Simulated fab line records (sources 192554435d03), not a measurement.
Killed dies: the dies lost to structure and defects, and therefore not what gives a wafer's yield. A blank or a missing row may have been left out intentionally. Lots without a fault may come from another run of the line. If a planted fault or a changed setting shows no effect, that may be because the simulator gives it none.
Problem report in the 8D (eight disciplines) form, filled by code || flow n5-finfet || the parts of the form that need people (team, actions taken, sign-off) are left out

## 1. PROBLEM STATEMENT
At N5_WELL_APT_CD_MEAS_08, cd-nm averages 178.2 nm over 3 wafers from 3 lots, while fault-free wafers read 200.1 nm, standard deviation 1.2. Measured from the usual mean, that is -18 standard deviations.
The step: target cd 200 nm.
Earliest sighting: wafer L301.1 on cd-sem-01 at day 4 01:42. At this step, 34 wafers from 12 lots have a number in the record. Rule for "out" (also "out of limits"): further than 4 standard deviations from the usual mean. All remaining wafers that have a number are taken as sound.

## 2. WHAT THIS IS AND IS NOT
{"question": "which readings at this step", "is": "cd-nm", "is not": "-"}
{"question": "which lots", "is": "L301, L303, L304", "is not": "L291, L292, L293, L295, L297, L309, L312, L313, L314"}
{"question": "which wafers of those lots", "is": "L301.1, L303.2, L304.1", "is not": "L301.6, L303.4, L303.5, L304.4"}
{"question": "read on which gauges", "is": "cd-sem-01, cd-sem-02, cd-sem-03", "is not": "-"}
{"question": "when", "is": "from day 4 01:42", "is not": "up to then (16 sound wafers); but 15 sound wafers of L303, L304, L309, L312, L313, L314 came after"}

## 3. SUSPECTS, AND WHAT RULES EACH OUT
Counting: any tool at a process step up to the reading remains a suspect provided it ran every lot that is out. Sound lots after the first of them don't rule it out here, since some wafers of a struck lot are sound.
- ruled out: the gauge at N5_WELL_APT_CD_MEAS_08. The wafers that are out were read on 3 gauges (cd-sem-01, cd-sem-02, cd-sem-03).
- litho-track-02 at N5_WELL_APT_PEB_06 (peb time 90 s): kept. Ran every lot that is out, first one L301 (day 4 01:35); last sound lot up to then L297 (day 3 01:34). Its own readings are out on those wafers: heater-power-total-W.
Remaining after the count: litho-track-02 at N5_WELL_APT_PEB_06.

## 4. THE CAUSE (what the simulator had put in)
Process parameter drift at N5_WELL_APT_PEB_06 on litho-track-02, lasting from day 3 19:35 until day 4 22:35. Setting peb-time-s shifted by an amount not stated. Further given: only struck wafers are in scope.
This tool alone remained once counting was done.

## 5. SEQUENCE OF EFFECTS, ordered by route
Each row: a reading whose mean over the struck wafers that have a number lies more than 3 standard deviations from the usual. Only readings whose record carries a usual standard deviation are examined. hours: median over the lots of the time between each lot's start at the first step of this table that gives one and its start at this step. sigmas: the change, counted in usual standard deviations.
{"hours": 0, "step": "N5_WELL_APT_PEB_06", "reading": "heater-power-total-W", "usual": "172.5 W", "on struck wafers": 232.7, "change": "+60.2", "sigmas": "+74"}
{"hours": 0, "step": "N5_WELL_APT_CD_MEAS_08", "reading": "cd-nm", "usual": "200.1 nm", "on struck wafers": 178.2, "change": -21.9, "sigmas": -18}
{"hours": 296, "step": "N5_PASSIVATION_PROBE_49", "reading": "killed-at-front-end", "usual": 39, "on struck wafers": 69, "change": "+30", "sigmas": "+3.1"}
Its process steps:
- N5_WELL_APT_PEB_06: peb time 90 s.
- N5_PASSIVATION_PROBE_49
Readings that are blank on the struck wafers while sound wafers have them: plate-temp-C at N5_WELL_APT_PEB_06.
Later measuring or inspecting steps at which every struck wafer that the step has a row for has a number for every such reading, and none has moved that far: N5_WELL_APT_CD_MEAS_25, N5_PMOS_HMC_CHANNEL_EPI_CD_MEAS_09.

## 6. HOW IT WOULD HAVE BEEN CAUGHT EARLIER
In this record the first reading out of limits at a measuring or inspecting step was taken at day 4 01:42, 6 hours after the fault began at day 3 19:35.
Tool's own readings at N5_WELL_APT_PEB_06, heater-power-total-W: out on all struck wafers the step has rows for; an alarm limit on them would have tripped on the first.
L303, L304, from the lots that are out (3), started N5_WELL_APT_PEB_06 on litho-track-02 later than day 4 01:42. A hold on the tool at that time would have spared those 2.
